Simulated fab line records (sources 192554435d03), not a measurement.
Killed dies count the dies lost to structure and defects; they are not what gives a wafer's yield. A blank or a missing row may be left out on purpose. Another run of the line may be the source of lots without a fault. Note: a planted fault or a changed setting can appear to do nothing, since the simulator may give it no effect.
Struck lot and sound lot, side by side -- flow n5Finfet -- 44 steps out of a route of 1938
Sound: these wafers, L776.1, L776.3, L776.5. Struck: wafer L765.6 (left out: L765.2, L765.3 of the same lot, which were not struck); the cause appears at the end.
Each step with rows lists, per side, the tool, then ch with its chambers, then its first start. Under that, the readings that differ: sound wafers -- struck wafers -- difference of the means -- sigmas: that difference in standard deviations of wafers without a fault.
alike: same words and numbers on both sides, and readings whose means sit less than 2 such deviations apart. not compared: any withheld reading, any reading some wafer has no value for, any bound like >300 that may hide the same value, and any number with overlapping values for which the record gives no deviation.
A row with sigmas, a row that says differs or no value, or rows on one side alone: a step with any of these is where the two part. Numbers that have no deviation but don't overlap get no sigmas and don't part them. A reading missing from all wafers of one side parts the sides only when that side holds two or more wafers.

first, 3 steps without rows for these wafers: N5_BEOL_M3_ANNEAL_95 (time 240 s); N5_BEOL_M3_SPUTTER_96 (material Cu, target thk 4.5 nm, time 8.29 s); N5_BEOL_M3_ECD_50 (material Cu, target thk 300 nm).
N5_BEOL_M3_ANNEAL_51: time 90 s.
  sound on rtpAnneal-02 ch 0, day 11 22:17; struck on rtpAnneal-01 ch 0, day 8 14:16
  alike: annealTempC, wafer_temp_C_max
then, 1 step without rows for these wafers: N5_BEOL_M3_CMP_52 (polishes, stops on SiOC, t overpolish 6.8 s, target thk 40 nm).
N5_BEOL_M3_THK_MEAS_53: measures by xrf.
  sound: filmMetro-02 at day 11 22:52; struck: filmMetro-01 at day 8 14:49
reading,sound,struck,difference,sigmas
M3_THK (nm),39.2 38.3 41.8,43.9,+4.1,+2
N5_BEOL_M3_PRE_CLEAN_60: time 15 s.
  sound on cvdCo-02 ch 0,1,2, day 11 22:55; struck on cvdCo-01 ch 0, day 8 14:51
  alike: heaterPowerW
N5_BEOL_M3_CO_CAP_55: material Co, precursor CCTBA/H2, target thk 2 nm, time 102.1 s.
  sound on cvdCo-02 ch 0,1,2, day 11 22:57; struck on cvdCo-01 ch 0, day 8 14:53
  alike: heaterPowerW
then, 2 steps without rows for these wafers: N5_BEOL_M3_PRE_CLEAN_56 (time 15 s); N5_BEOL_M3_DEP_57 (deposits SiCN from 3MS/NH3, target thk 8 nm, time 14 s).
N5_BEOL_M3_RS_MEAS_58: measures by four-point-probe.
  sound: filmMetro-01 at day 11 23:08; struck: filmMetro-01 at day 8 15:05
  alike: M3_RS
N5_BEOL_M3_INSPECT_59: inspects for defects (darkfield).
  sound: defectInspect-01 at day 11 23:10; struck: defectInspect-01 at day 8 15:06
  alike: rawDefectCount
N5_BEOL_M4_ILD_DEP_00: deposits SiOC from DEMS/O2, target thk 79 nm, time 15.3 s.
  sound on pecvd-04 ch 0,1,2, day 11 23:11; struck on pecvd-03 ch 1, day 8 15:08
reading,sound,struck,difference,sigmas
model.SiOC_of_BEOL_M4_ILD_DEP_00.thkNm (nm),78.6 77.8 78,22,-56,
  alike: heaterPowerW, showerheadPlenumPTorr, throttleValvePct
N5_BEOL_M4_THK_MEAS_01:
  sound: filmMetro-01 at day 11 23:16; struck: filmMetro-01 at day 8 15:13
reading,sound,struck,difference,sigmas
M4_ILD_THK (nm),78.7 77.9 78.0,22.0,-56.2,-51
then, 11 steps without rows for these wafers: N5_BEOL_M4_PECVD_72 (deposits SiO2 from TEOS/O2, target thk 16 nm, time 18 s); N5_BEOL_M4_HM_DEP_02 (deposits TiN, target thk 20 nm); N5_BEOL_M4_COAT_61 (time 60 s, resist thk 60 nm); N5_BEOL_M4_COAT_62 (time 60 s, resist thk 12 nm); N5_BEOL_M4_COAT_73 (time 60 s, resist thk 5 nm); N5_BEOL_M4_COAT_05 (resist thk 30 nm); N5_BEOL_M4_EBR_07; N5_BEOL_M4_SOFTBAKE_06 (time 60 s); N5_BEOL_M4_EXPOSE_08 (exposes mask M4); N5_BEOL_M4_PEB_09 (peb time 60 s); N5_BEOL_M4_DEVELOP_10 (develop time 30 s).
N5_BEOL_M4_CD_MEAS_11: target cd 16.79 nm.
  sound on cdSem-02 ch 0, day 12 01:59; struck on cdSem-02 ch 0, day 8 17:32
  alike: cdNm
N5_BEOL_M4_OVL_MEAS_12:
  sound on overlay-01 ch 0, day 12 02:01; struck on overlay-02 ch 0, day 8 17:34
  alike: M4_OVL
N5_BEOL_M4_INSPECT_13: inspects for defects (brightfield).
  sound: defectInspect-02 at day 12 02:04; struck: defectInspect-02 at day 8 17:37
  alike: rawDefectCount
N5_BEOL_M4_DESCUM_16: chemistry O2, time 7 s.
  sound on rieDiel-04 ch 1,2, day 12 02:06; struck on rieDiel-05 ch 3, day 8 17:40
reading,sound,struck,difference,sigmas
oesProductAu (a.u.),0.79 0.99 0.97,0.69,-0.23,-2
  alike: drypumpMotorCurrentA, rfVppV, showerheadPlenumPTorr, tempC, throttleValvePct
  not compared: rfHoursCounterH
then, 5 steps without rows for these wafers: N5_BEOL_M4_ETCH_74 (etches underlayer in N2/H2, target depth 6.5 nm, time 5.2 s); N5_BEOL_M4_ETCH_63 (etches SiARC in CF4, target depth 15.6 nm, time 26 s); N5_BEOL_M4_ETCH_64 (etches SOC in N2/H2, target depth 75 nm, overetch 22.5 nm, time 121.9 s); N5_BEOL_M4_STRIP_65 (strips in N2/H2); N5_BEOL_M4_STRIP_75 (strips in N2/H2).
N5_BEOL_M4_STRIP_66: strips in CF4.
  sound on rieDiel-04 ch 1,2, day 12 02:19; struck on rieDiel-05 ch 3, day 8 17:52
reading,sound,struck,difference,sigmas
oesProductAu (a.u.),0.77 0.94 0.94,0.68,-0.20,-2
  alike: drypumpMotorCurrentA, rfVppV, showerheadPlenumPTorr, throttleValvePct
  not compared: rfHoursCounterH
then, 2 steps without rows for these wafers: N5_BEOL_M4_HM_OPEN_17 (chemistry Cl2/BCl3, target TiN, target depth 20 nm, overetch 6 nm); N5_BEOL_M4_STRIP_19 (strips in O2).
N5_BEOL_M4_CD_MEAS_18: pitch 36 nm, target cd 18 nm.
  sound: cdSem-02 at day 12 02:35; struck: cdSem-01 at day 8 18:09
  alike: cdNm
then, 4 steps without rows for these wafers: N5_BEOL_M4_COAT_67 (time 60 s, resist thk 60 nm); N5_BEOL_M4_COAT_68 (time 60 s, resist thk 12 nm); N5_BEOL_M4_COAT_76 (time 60 s, resist thk 5 nm); N5_BEOL_M4_COAT_22 (resist thk 30 nm).
N5_BEOL_M4_CMP_52: polishes, stops on SiOC, t overpolish 6.8 s, target thk 40 nm.
  sound on cmp-01 ch 2,3, day 12 19:45; struck on cmp-01 ch 0, day 9 03:09
reading,sound,struck,difference,sigmas
model.SiOC_of_BEOL_M4_ILD_DEP_00.thkNm (nm),75.6 74.8 75,19,-56,
  alike: clearingPlatenRpm, motorCurrentA
N5_BEOL_M4_RC_MEAS_101:
  the record has rows for the sound wafers here (prober-02 ch 0, day 12 20:53) and none for the struck ones

WHERE THEY PART
Last at N5_BEOL_M4_RC_MEAS_101 as far as this record goes, first at N5_BEOL_M3_THK_MEAS_53.

WHY: what had been put in by the simulator
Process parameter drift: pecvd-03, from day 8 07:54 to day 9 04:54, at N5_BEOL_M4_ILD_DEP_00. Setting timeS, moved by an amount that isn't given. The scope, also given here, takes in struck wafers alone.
